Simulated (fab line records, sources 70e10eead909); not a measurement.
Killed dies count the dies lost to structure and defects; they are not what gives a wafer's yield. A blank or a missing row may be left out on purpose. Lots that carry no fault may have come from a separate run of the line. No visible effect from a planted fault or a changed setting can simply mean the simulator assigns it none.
fab line records -- flow nand-harc
[record] lots = 6, wafers = 18, last-day = 24
route steps=1159 shown A_WL_FILL@813 END@1159
lots that met no fault: from a run of the same line without faults
start-h: hours from the record's first day to the start of the lot's first wafer shown -- wait-h: hours elapsed since this lot's preceding step -- " repeats the value in the row above -- L1.1+2: a single row standing in for several wafers -- - no value, or no start given -- * or withheld: withheld -- < > ~ a bound
route shown NAME@n: a module of which the file shows steps, and the number in the route of the first -- usual: average and standard deviation across the fault-free wafers -- same: alike in all rows -- chamber/n: place in a boat -- sites: the reading at each site -- _std_site: standard deviation across them -- _edge_site: mean of outer sites minus mean of inner sites -- radius-mm: for every site, how far away it sits from the centre of the wafer -- mask NAME#n: copy n -- behind: the tool/chamber that last shaped the wafer -- hold: cause of the lot's hold/its duration in hours/its outcome -- device: the transistor (n, p or np) that didn't switch -- end of line: the route-end tests of the same wafers -- a step with no rows: only its recipe -- killed: dies lost to structure and defects at the first sort, not the wafer's yield -- map: a wafer's dies, x killed, . not, _ none there
set.NAME: the setting the step ran with; set.NAME@STEP: the setting that earlier step ran with -- model.NAME: the simulator's own value behind a step, which no gauge read
certain route steps with their lots: each step a table, each wafer a row
services: when a tool's chamber went out of use (start-h, in hours from the record's first day, below 0 if earlier), for how many hours, and the reason
[[steps]]
[step NHARC_A_WL_FILL_CVD_03]
[recipe] target-thk-a = 400, temp-c = 300, pressure-torr = 40, wf6-flow-sccm = 40, h2-flow-sccm = 1600, ar-flow-sccm = 1560, time-s = 3302, material = W
[usual] heater-power-w = 457/14, susceptor-temp-C = 300.02/0.19, throttle-valve-pct = 7.90/0.27
lot.wafer,tool,chamber,start-h,wait-h,heater-power-w,susceptor-temp-C,throttle-valve-pct
L321.2,cvd-w-02,0,352.54,2.8,471,299.96,7.88
L321.4,cvd-w-02,1,353.96,4.2,423,299.71,8.24
L321.5,cvd-w-02,1,353.96,4.2,424,299.90,8.13
L322.1,cvd-w-02,1,368.60,8.0,429,300.12,8.24
L322.3,cvd-w-02,0,368.60,8.0,480,299.70,7.61
L322.5,cvd-w-02,0,368.60,8.0,476,300.05,7.94
L324.2,cvd-w-01,0,368.63,8.0,452,300.09,8.25
L324.4,cvd-w-01,1,368.63,8.0,460,299.90,7.72
L324.3,cvd-w-01,0,368.63,8.0,457,300.08,8.17
L325.2,cvd-w-02,1,370.94,0.9,430,300.44,8.24
L325.3,cvd-w-02,1,370.94,0.9,426,300.31,8.41
L325.5,cvd-w-02,0,373.32,3.3,481,300.00,7.52
L335.2,cvd-w-01,1,437.55,3.4,449,299.83,7.78
L335.4,cvd-w-01,1,437.55,3.4,474,300.05,7.81
L335.5,cvd-w-01,0,437.55,3.4,462,300.05,8.05
L338.2,cvd-w-02,0,463.17,2.4,457,299.98,7.40
L338.1,cvd-w-02,1,463.17,2.4,444,300.06,8.13
L338.4,cvd-w-02,0,463.17,2.4,458,300.11,7.33
[step NHARC_A_WL_FILL_ETCHBACK_04]
[recipe] target-depth-a = 600, time-s = 120, chemistry = NF3
[usual] drypump-motor-current-A = 6.1/0.32, oes-product-au = 0.998/0.0079
lot.wafer,tool,chamber,start-h,wait-h,drypump-motor-current-A,oes-product-au,rf-hours-counter-h
L321.2,rie-metal-01,0,355.88,2.9,5.7,0.995,0.4
L321.4,rie-metal-01,1,355.88,2.9,6.0,0.999,-
L321.5,rie-metal-01,0,355.88,2.9,5.7,0.997,-
L322.1,rie-metal-01,1,371.46,2.4,6.0,1.004,0.9
L322.3,rie-metal-01,1,371.46,2.4,6.0,1.003,-
L322.5,rie-metal-01,0,371.46,2.4,5.7,0.983,-
L324.2,rie-metal-03,0,371.49,2.4,6.0,1.004,2.5
L324.4,rie-metal-03,0,371.49,2.4,6.0,0.999,-
L324.3,rie-metal-03,1,371.49,2.4,6.1,0.999,-
L325.2,rie-metal-01,1,374.31,2.9,6.0,0.998,1.1
L325.3,rie-metal-01,1,374.31,2.9,6.0,0.993,-
L325.5,rie-metal-01,0,374.31,2.9,5.6,0.993,-
L335.2,rie-metal-03,0,440.40,2.4,6.0,0.995,4.1
L335.4,rie-metal-03,0,440.40,2.4,6.0,1.005,-
L335.5,rie-metal-03,1,440.40,2.4,6.1,0.996,-
L338.2,rie-metal-01,1,466.55,2.9,6.0,0.999,3.5
L338.1,rie-metal-01,0,466.55,2.9,5.7,0.990,3.1
L338.4,rie-metal-01,1,466.55,2.9,6.0,0.992,-
[step NHARC_A_WL_FILL_ETCHBACK_05]
[recipe] target-depth-a = 220, time-s = 60, temp-c = 40, chemistry = Cl2/BCl3
[usual] drypump-motor-current-A = 6.1/0.31, oes-product-au = 0.997/0.0076
lot.wafer,tool,chamber,start-h,wait-h,drypump-motor-current-A,oes-product-au,rf-hours-counter-h
L321.2,rie-metal-01,0,356.12,0.2,5.7,0.989,0.5
L321.4,rie-metal-01,0,356.12,0.2,5.7,0.984,-
L321.5,rie-metal-01,1,356.12,0.2,6.0,0.992,-
L322.1,rie-metal-01,1,371.67,0.2,6.0,0.993,1.0
L322.3,rie-metal-01,1,371.67,0.2,6.0,1.000,-
L322.5,rie-metal-01,0,371.67,0.2,5.7,0.999,-
L324.2,rie-metal-03,0,371.73,0.2,5.9,1.000,2.6
L324.4,rie-metal-03,0,371.73,0.2,5.9,0.990,-
L324.3,rie-metal-03,1,371.73,0.2,6.1,0.984,-
L325.2,rie-metal-01,1,374.53,0.2,6.0,1.001,1.2
L325.3,rie-metal-01,1,374.53,0.2,6.0,1.003,-
L325.5,rie-metal-01,0,374.53,0.2,5.8,0.998,-
L335.2,rie-metal-03,0,440.64,0.2,6.0,0.998,4.3
L335.4,rie-metal-03,1,440.64,0.2,6.1,0.991,-
L335.5,rie-metal-03,1,440.64,0.2,6.1,0.993,-
L338.2,rie-metal-01,0,466.79,0.2,5.7,0.997,3.2
L338.1,rie-metal-01,1,466.79,0.2,6.0,1.002,3.6
L338.4,rie-metal-01,0,466.79,0.2,5.7,1.003,-
[step NHARC_A_WL_FILL_STRIP_27]
[recipe] power-w = 1500, temp-c = 250, time-s = 20, chemistry = N2/H2
[step NHARC_A_WL_FILL_STRIP_28]
[recipe] time-s = 1200, temp-c = 72.5, chemistry = post-etch-residue-remover
[step NHARC_A_WL_FILL_PRECLEAN_06]
[recipe] time-s = 300, chemistry = DIW
[step NHARC_A_WL_FILL_SRD_07]
[step NHARC_A_WL_FILL_ANNEAL_08]
[recipe] temp-c = 450, time-s = 1800
[step NHARC_A_WL_FILL_ALD_10]
[recipe] target-thk-a = 500, pulse-time-s = 10, ald-cycles = 500, temp-c = 300, material = SiO2
[step NHARC_A_WL_FILL_ETCHBACK_16]
[recipe] target-depth-a = 880, time-s = 17.6, c4f8-flow-sccm = withheld, o2-flow-sccm = 8, ar-flow-sccm = withheld, rf-w = 600, bias-w = 800, chemistry = C4F8/O2/Ar
[usual] oes-product-au = 0.987/0.028, rf-vpp-V = 724/3.9
lot.wafer,tool,chamber,start-h,wait-h,oes-product-au,rf-hours-counter-h,rf-vpp-V
L321.4,rie-diel-12,1,-,-,0.924,6,725
L321.2,rie-diel-12,2,-,-,0.936,6,723
L321.5,rie-diel-12,1,-,-,0.920,-,723
L322.3,rie-diel-06,2,-,-,0.932,3,724
L322.1,rie-diel-06,1,-,-,0.924,3,721
L322.5,rie-diel-06,3,-,-,0.921,-,727
L324.3,rie-diel-04,1,-,-,1.001,6,721
L324.4,rie-diel-04,2,-,-,1.007,6,719
L324.2,rie-diel-04,3,-,-,0.997,3,717
L325.2,rie-diel-06,3,-,-,1.011,3,727
L325.3,rie-diel-06,1,-,-,0.997,3,720
L325.5,rie-diel-06,0,-,-,0.994,-,730
L335.2,rie-diel-04,0,-,-,1.004,12,727
L335.4,rie-diel-04,2,-,-,0.927,9,718
L335.5,rie-diel-04,0,-,-,1.005,-,725
L338.4,rie-diel-04,2,-,-,1.003,0,718
L338.1,rie-diel-04,3,-,-,0.994,0,717
L338.2,rie-diel-04,0,-,-,1.000,0,727
[step NHARC_A_WL_FILL_STRIP_29]
[recipe] time-s = 20, o2-flow-sccm = 500, ar-flow-sccm = 0, bias-w = 0, chemistry = O2
[usual] drypump-motor-current-A = 5.9/0.49, oes-product-au = 1.003/0.0078, rf-vpp-V = 57.8/0.9, showerhead-plenum-p-Torr = 3.54/0.12, throttle-valve-pct = 17.038/0.0092
lot.wafer,tool,chamber,start-h,wait-h,drypump-motor-current-A,oes-product-au,rf-hours-counter-h,rf-vpp-V,showerhead-plenum-p-Torr,throttle-valve-pct
L321.4,rie-diel-12,1,366.55,0.1,5.6,0.999,6,58.4,3.54,17.045
L321.2,rie-diel-12,2,366.55,0.1,6.5,1.008,6,58.3,3.52,17.034
L321.5,rie-diel-12,0,366.55,0.1,6.4,1.000,-,58.6,3.73,17.035
L322.3,rie-diel-06,2,379.58,0.1,5.5,1.005,3,59.4,3.55,17.056
L322.1,rie-diel-06,0,379.58,0.1,6.6,0.996,3,58.3,3.77,17.039
L322.5,rie-diel-06,2,379.58,0.1,5.6,1.003,-,58.1,3.55,17.053
L324.3,rie-diel-04,0,382.70,0.1,5.0,1.007,6,59.0,3.64,17.048
L324.4,rie-diel-04,1,382.70,0.1,5.4,0.996,6,58.7,3.43,17.056
L324.2,rie-diel-04,3,382.70,0.1,6.3,0.998,3,56.1,3.34,17.040
L325.3,rie-diel-06,0,385.50,0.1,6.5,0.993,3,58.5,3.77,17.038
L325.2,rie-diel-06,1,385.50,0.1,6.4,1.003,3,58.5,3.42,17.038
L325.5,rie-diel-06,1,385.50,0.1,6.3,0.989,-,57.4,3.42,17.053
L335.4,rie-diel-04,0,451.69,0.1,5.1,1.005,12,57.8,3.64,17.033
L335.2,rie-diel-04,1,451.69,0.1,5.4,0.994,11,58.7,3.43,17.033
L335.5,rie-diel-04,1,451.69,0.1,5.4,0.995,-,58.0,3.43,17.034
L338.4,rie-diel-04,1,476.89,0.1,5.4,0.993,0,57.4,3.43,17.032
L338.2,rie-diel-04,2,476.89,0.1,6.3,0.989,0,58.2,3.37,17.050
L338.1,rie-diel-04,3,476.89,0.1,6.4,0.991,0,56.6,3.33,17.056
[step NHARC_A_WL_FILL_ETCHBACK_17]
[recipe] target-depth-a = 40, time-s = 26.7, chemistry = Cl2/BCl3
[usual] drypump-motor-current-A = 6.1/0.3, oes-product-au = 0.998/0.0073
lot.wafer,tool,chamber,start-h,wait-h,drypump-motor-current-A,oes-product-au,rf-hours-counter-h
L321.2,rie-metal-01,0,366.63,-,5.7,0.996,0.8
L321.4,rie-metal-01,1,366.63,-,6.0,1.001,-
L321.5,rie-metal-01,0,366.63,-,5.7,0.994,-
L322.1,rie-metal-02,0,379.66,-,6.7,0.997,4.2
L322.3,rie-metal-02,1,379.66,-,6.5,0.991,-
L322.5,rie-metal-02,0,379.66,-,6.7,1.002,-
L324.2,rie-metal-02,0,382.80,-,6.7,1.012,4.3
L324.4,rie-metal-02,1,382.80,-,6.4,0.989,-
L324.3,rie-metal-02,0,382.80,-,6.7,0.836,-
L325.2,rie-metal-02,0,385.60,-,6.7,1.002,4.3
L325.3,rie-metal-02,0,385.60,-,6.6,0.849,-
L325.5,rie-metal-02,0,385.60,-,6.7,0.836,-
L335.2,rie-metal-01,0,451.80,-,5.7,0.996,2.8
L335.4,rie-metal-01,0,451.80,-,5.7,0.981,-
L335.5,rie-metal-01,0,451.80,-,5.7,1.000,-
L338.2,rie-metal-03,0,476.97,-,6.0,1.002,0.7
L338.1,rie-metal-03,1,476.97,-,6.1,0.989,0.7
L338.4,rie-metal-03,1,476.97,-,6.1,0.991,-
[step NHARC_A_WL_FILL_PRECLEAN_18]
[recipe] time-s = 30, chemistry = dHF
[step NHARC_END_SORT_01]
[recipe] temp-c = 25
[usual] killed-at-array = 26/9.9, killed-at-other = 0.8/1, killed-at-periphery = 2.8/2.2, killed-dies = 29/9.9, killed-open = 3.2/1.8, killed-short = 2.1/1.4
[same] gross-dies = 677
lot.wafer,tool,chamber,start-h,wait-h,killed-at-array,killed-at-other,killed-at-periphery,killed-dies,killed-open,killed-short
L321.2,prober-01,0,452.52,2.8,16,1,1,18,7,3
L321.4,prober-01,0,454.15,3.4,14,1,1,16,3,4
L321.5,prober-01,0,454.97,3.8,12,0,5,17,3,1
L322.1,prober-01,0,471.36,2.5,24,1,2,27,4,0
L322.3,prober-01,0,472.98,3.1,25,4,3,32,5,1
L322.5,prober-01,0,474.59,3.7,21,3,3,27,2,2
L325.2,prober-02,0,481.72,2.8,38,0,0,38,2,5
L325.3,prober-02,0,482.51,3.1,31,0,0,31,1,1
L325.5,prober-02,0,484.10,3.7,31,0,2,33,2,3
L324.2,prober-01,0,481.79,2.8,24,0,3,27,7,3
L324.3,prober-01,0,482.59,3.1,19,1,3,23,7,2
L324.4,prober-01,0,483.39,3.4,34,0,2,36,5,6
L335.2,prober-01,0,541.50,2.8,43,0,0,43,3,1
L335.4,prober-01,0,543.08,3.4,53,2,5,60,7,0
L335.5,prober-01,0,543.87,3.7,29,2,0,31,1,1
// killed by level:class
L321.2 A_CONTACT:geometric-particle:open=2 A_CHANNEL_HOLE_D1:chamber-film-flake=2 A_CHANNEL_FILL_D1:chamber-film-flake=2 P_CONTACT:geometric-particle:open=1 A_CHANNEL_FILL_D1:geometric-particle:open=1 A_CHANNEL_FILL_D1:geometric-particle:short=1 A_SGD_CUT:geometric-particle:open=1 A_WL_FILL:geometric-particle:short=1
L321.4 A_CONTACT:chamber-film-flake=4 A_CHANNEL_FILL_D1:geometric-particle:short=2 A_WL_FILL:chamber-film-flake=2 A_SOURCE_PLATE:geometric-particle:short=1 A_CHANNEL_FILL_D1:geometric-particle:open=1 A_STAIRCASE:geometric-particle:open=1 A_M1:geometric-particle:open=1 STARTING-WAFER:geometric-particle:short=1
L321.5 P_GATE:chamber-film-flake=3 A_CONTACT:chamber-film-flake=3 A_SLIT:chamber-film-flake=2 A_WL_FILL:chamber-film-flake=2 P_GATE:geometric-particle:open=1 P_M2:geometric-particle:open=1 A_SOURCE_PLATE:geometric-particle:open=1 A_ONON_D1:geometric-particle:short=1
L322.1 A_SLIT:chamber-film-flake=10 A_BONDPAD:chamber-film-flake=4 A_STAIRCASE:chamber-film-flake=3 A_CHANNEL_HOLE_D1:chamber-film-flake=2 A_CONTACT:chamber-film-flake=2 P_M0:geometric-particle:open=1 P_M2:geometric-particle:open=1 A_WL_FILL:geometric-particle:open=1
L322.3 A_SLIT:chamber-film-flake=10 A_CHANNEL_HOLE_D1:chamber-film-flake=4 A_STAIRCASE:chamber-film-flake=4 THIN_TSV:chamber-film-flake=4 A_CONTACT:geometric-particle:open=3 A_BONDPAD:chamber-film-flake=3 P_CONTACT:geometric-particle:open=1 P_M1:geometric-particle:open=1
L322.5 A_SLIT:chamber-film-flake=5 A_STAIRCASE:chamber-film-flake=4 A_BONDPAD:chamber-film-flake=4 A_CHANNEL_HOLE_D1:chamber-film-flake=3 THIN_TSV:chamber-film-flake=3 P_M1:chamber-film-flake=2 A_CONTACT:chamber-film-flake=2 P_M0:geometric-particle:open=1
L325.2 A_SLIT:chamber-film-flake=13 A_CHANNEL_HOLE_D1:chamber-film-flake=11 A_STAIRCASE:chamber-film-flake=4 A_SGD_CUT:geometric-particle:short=2 A_CHANNEL_FILL_D1:geometric-particle:open=1 A_SGD_CUT:geometric-particle:open=1 A_WL_FILL:geometric-particle:short=1 A_CONTACT:geometric-particle:short=1
L324.2 A_CHANNEL_HOLE_D1:chamber-film-flake=10 A_CONTACT:chamber-film-flake=4 P_CONTACT:geometric-particle:open=2 A_ONON_D1:geometric-particle:short=2 A_BLC:geometric-particle:open=2 A_ONON_D1:geometric-particle:open=1 A_CHANNEL_FILL_D1:geometric-particle:short=1 A_SGD_CUT:geometric-particle:open=1
L325.3 A_CHANNEL_HOLE_D1:chamber-film-flake=14 A_SLIT:chamber-film-flake=8 A_CONTACT:chamber-film-flake=4 A_STAIRCASE:chamber-film-flake=2 A_ONON_D1:geometric-particle:short=1 A_CHANNEL_FILL_D1:geometric-particle:open=1 A_ZERO_WELL:chamber-film-flake=1
L324.3 A_CHANNEL_HOLE_D1:chamber-film-flake=11 P_CONTACT:geometric-particle:open=1 P_M0:geometric-particle:open=1 P_M1:geometric-particle:open=1 A_SOURCE_PLATE:geometric-particle:open=1 A_ONON_D1:geometric-particle:open=1 A_STAIRCASE:geometric-particle:short=1 A_CONTACT:geometric-particle:open=1
L324.4 A_CHANNEL_HOLE_D1:chamber-film-flake=17 A_CHANNEL_FILL_D1:geometric-particle:open=4 A_CHANNEL_FILL_D1:geometric-particle:short=3 A_CHANNEL_FILL_D1:chamber-film-flake=3 A_CONTACT:chamber-film-flake=2 P_CONTACT:geometric-particle:open=1 A_SGD_CUT:geometric-particle:short=1 A_WL_FILL:geometric-particle:short=1
L325.5 A_CHANNEL_HOLE_D1:chamber-film-flake=14 A_SLIT:chamber-film-flake=6 A_STAIRCASE:chamber-film-flake=3 A_CONTACT:chamber-film-flake=3 P_GATE:geometric-particle:open=1 A_SOURCE_PLATE:geometric-particle:open=1 A_ONON_D1:geometric-particle:short=1 A_WL_FILL:geometric-particle:short=1
L335.2 A_CHANNEL_HOLE_D1:chamber-film-flake=13 A_SLIT:chamber-film-flake=13 A_STAIRCASE:chamber-film-flake=10 A_CONTACT:geometric-particle:open=2 A_CONTACT:chamber-film-flake=2 A_CONTACT:geometric-particle:short=1 A_M0:geometric-particle:open=1 A_WL_FILL:chamber-film-flake=1
L335.4 A_CHANNEL_HOLE_D1:chamber-film-flake=21 A_SLIT:chamber-film-flake=16 A_STAIRCASE:chamber-film-flake=8 A_CONTACT:chamber-film-flake=5 P_CONTACT:geometric-particle:open=4 THIN_TSV:chamber-film-flake=2 A_CONTACT:geometric-particle:open=1 A_BLC:geometric-particle:open=1
L335.5 A_SLIT:chamber-film-flake=13 A_CHANNEL_HOLE_D1:chamber-film-flake=11 A_CONTACT:chamber-film-flake=3 THIN_TSV:chamber-film-flake=2 A_SOURCE_PLATE:geometric-particle:short=1 A_CHANNEL_HOLE_D1:geometric-particle:open=1
[[services]]
tool,chamber,start-h,hours,kind
rie-metal-01,-,332.00,9.0,pm
rie-metal-01,0,332.00,9.0,vent-cycle
rie-diel-06,2,338.58,5.9,repair
rie-diel-04,1,349.90,7.5,repair
cvd-w-02,-,357.08,7.8,repair
rie-metal-03,-,373.55,0.2,repair
cvd-w-02,-,378.09,13.0,pm
rie-diel-12,-,379.40,9.0,pm
cvd-w-01,-,380.59,1.5,repair
rie-metal-02,-,388.00,9.0,pm
rie-metal-03,0,399.59,6.9,repair
rie-diel-06,-,418.20,9.0,pm
rie-metal-01,1,419.95,2.3,repair
rie-metal-01,0,423.28,13.1,repair
rie-diel-04,2,424.68,26.5,repair
rie-diel-06,2,434.39,2.0,repair
rie-diel-06,-,452.81,0.2,repair
rie-metal-03,-,453.00,9.0,pm
rie-diel-06,3,456.23,5.3,repair
rie-metal-02,1,457.55,1.7,repair
rie-diel-04,-,465.97,9.0,pm
rie-metal-02,0,470.58,2.4,repair
rie-diel-06,0,472.33,6.8,repair
cvd-w-01,-,474.74,13.0,pm
[[key]]
[first-sign] step = NHARC_A_WL_FILL_ETCHBACK_17, reading = oes-product-au, direction = down, sigmas = 21, usual = 0.998, struck = 0.841
effect none on later readings
met-at NHARC_A_WL_FILL_ETCHBACK_17
struck-wafers L324.3,L325.3,L325.5
tester-left-out L324,L325
onset-between 379.66 382.80
[fault] kind = process-parameter-drift, tool = rie-metal-02, chamber = -, onset-h = 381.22, steps = NHARC_A_WL_FILL_ETCHBACK_17, channel = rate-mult, offset = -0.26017, shape = step, end-h = 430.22, scope = struck-wafers-only
// tester-left-out: of these lots the tester's yield and bins aren't shown, on N5 and GAA mostly nor the transistor test; their killed dies are dies lost to structure and defects alone, not to doping, threshold or leakage, so they don't give the yield
